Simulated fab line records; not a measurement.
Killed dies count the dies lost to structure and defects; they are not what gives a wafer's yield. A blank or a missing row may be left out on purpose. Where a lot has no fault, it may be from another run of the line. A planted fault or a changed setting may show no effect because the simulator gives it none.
Matching of chambers	flow nandHarc	NHARC_A_CHANNEL_HOLE_D1_DEP_01 on pecvd-03 has 3 sister chambers
The step deposits SiON, target thk 140 nm. 3 wafers are shown with their chamber, then 8 later ones without.

WAFERS WITH THEIR CHAMBER
wafer	chamber	heaterPowerW (W)
L322.5	2	787
L322.6	1	868
L323.1	0	793

WAFERS MISSING THEIR CHAMBER
wafer	heaterPowerW (W)
L323.5	825
L323.6	796
L326.1	813
L326.2	716
L326.3	754
L328.1	735
L328.5	758
L328.6	816

THE CHAMBER EACH PASSED THROUGH
wafer	from the rows above	in truth
L323.5	can't be placed: 0 or 2 or 1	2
L323.6	can't be placed: 0 or 2 or 1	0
L326.1	can't be placed: 0 or 2 or 1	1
L326.2	can't be placed: 2 or 0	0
L326.3	can't be placed: 2 or 0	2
L328.1	can't be placed: 2 or 0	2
L328.5	can't be placed: 2 or 0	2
L328.6	can't be placed: 0 or 2 or 1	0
0 of 8 placed correctly. These rows do not allow placing 8 (true chamber among the candidates in 8). Placed wrongly: 0.
How it was worked out, from the rows above alone: a wafer's distance from a chamber is the root of the sum, over the readings, of the square of ((its reading less the chamber's mean) divided by the reading's scatter). If the next closest chamber is less than 2 further off than the closest, the wafer can't be placed; otherwise it belongs to the closest. A chamber's mean is the mean of its shown wafers. The scatter (one wafer shown for each chamber): square how far every hidden wafer sits from the nearest shown wafer, average those squares and take the square root.
